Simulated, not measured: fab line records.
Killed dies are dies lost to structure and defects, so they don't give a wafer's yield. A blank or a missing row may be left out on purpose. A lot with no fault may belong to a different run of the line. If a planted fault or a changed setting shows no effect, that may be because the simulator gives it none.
Chamber matching    flow nand_harc    NHARC_P_BONDPAD_DEP_00 on pecvd-03: 3 sister chambers
The step deposits SiCN, target thk 250 nm. 16 wafers are shown with their chamber, then 8 later ones without.

== EACH WAFER AND ITS CHAMBER ==
wafer   chamber  susceptor_temp_C (C)  heater_power_w (W)
L077.2  1        369.99                589
L077.5  2        369.68                640
L077.6  0        369.94                576
L082.2  0        370.19                600
L082.3  2        369.49                643
L082.4  2        370.01                647
L086.1  2        369.91                562
L086.4  1        370.18                637
L086.5  0        370.31                588
L089.1  0        370.26                607
L089.4  0        370.08                607
L089.6  2        369.62                564
L088.1  1        370.26                618
L088.2  2        369.91                572
L088.4  0        369.88                610
L090.1  2        370.28                588

SIGNATURES (averages over the wafers above)
reading           chamber 0  chamber 1  chamber 2  scatter within a chamber
susceptor_temp_C  370.1100   370.1433   369.8429   0.218
heater_power_w    598.00     614.67     602.29     29.6
Rule: a wafer's distance from a chamber is the root of the sum, over the readings, of the square of ((its reading less the chamber's mean) divided by the reading's scatter). If the next closest chamber is less than 2 further off than the closest, the wafer can't be placed; otherwise it belongs to the closest. The scatter is the square root of a quotient: the sum, over the shown wafers, of each reading's squared deviation from its chamber's mean, divided by wafers minus chambers.

== WAFERS WITHOUT THEIR CHAMBER ==
wafer   susceptor_temp_C (C)  heater_power_w (W)
L090.4  369.95                599
L090.5  370.25                598
L094.1  369.65                660
L094.4  370.22                667
L094.5  370.07                590
L095.1  369.81                621
L095.2  369.95                594
L095.4  370.11                642

== WHICH CHAMBER EACH WENT THROUGH ==
wafer   from the rows above           in truth
L090.4  can't be placed: 2 or 0 or 1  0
L090.5  can't be placed: 0 or 1 or 2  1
L094.1  can't be placed: 2 or 1 or 0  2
L094.4  can't be placed: 1 or 0 or 2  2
L094.5  can't be placed: 0 or 1 or 2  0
L095.1  can't be placed: 2 or 1 or 0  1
L095.2  can't be placed: 2 or 0 or 1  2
L095.4  can't be placed: 1 or 0 or 2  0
0 of 8 placed correctly. Unplaceable from these rows: 8, with the true chamber sitting among the candidates in 8. Number placed wrongly: 0.
